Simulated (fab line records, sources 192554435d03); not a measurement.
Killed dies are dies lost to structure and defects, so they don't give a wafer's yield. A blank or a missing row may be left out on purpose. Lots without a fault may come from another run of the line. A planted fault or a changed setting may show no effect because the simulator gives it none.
Chamber matching | flow n5_finfet | N5_HKMG_FIN_HK_ALD_01 on ald_hk-01: 4 sister chambers
The step deposits HfO2, target thk 1.6 nm, pulse time 3 s, purge time 3 s. 4 wafers are shown with their chamber, then 7 later ones without.

WAFERS WITH THEIR CHAMBER
wafer  | chamber | precursor_pulse_height_rel
L076.1 | 2       | 0.994
L089.5 | 0       | 1.011
L093.2 | 1       | 1.004
L093.4 | 3       | 1.043

WAFERS WITHOUT THEIR CHAMBER
wafer  | precursor_pulse_height_rel
L093.5 | 1.042
L095.1 | 1.030
L095.3 | 0.980
L095.4 | 0.989
L097.2 | 1.020
L097.5 | 1.005
L097.6 | 0.977

WHICH CHAMBER EACH WENT THROUGH
wafer  | from the rows above               | in truth
L093.5 | 3                                 | 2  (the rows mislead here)
L095.1 | can't be placed: 3 or 0 or 1      | 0
L095.3 | can't be placed: 2 or 1 or 0      | 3
L095.4 | can't be placed: 2 or 1 or 0      | 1
L097.2 | can't be placed: 0 or 1 or 3 or 2 | 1
L097.5 | can't be placed: 1 or 0 or 2      | 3
L097.6 | can't be placed: 2 or 1 or 0      | 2
Placed correctly: 0 of 7. Can't be placed from these rows: 6 (the true chamber is among the candidates in 4). Placed wrongly: 1.
How it was worked out, from the rows above alone: a wafer's distance from a chamber is the root of the sum, over the readings, of the square of ((its reading less the chamber's mean) divided by the reading's scatter). The wafer belongs to the nearest chamber; if the next one is less than 2 further off, it can't be placed. A chamber's mean is the mean of its shown wafers. The scatter: with one shown wafer a chamber, the root of the mean of the squares of how far each hidden wafer lies from its nearest shown one.
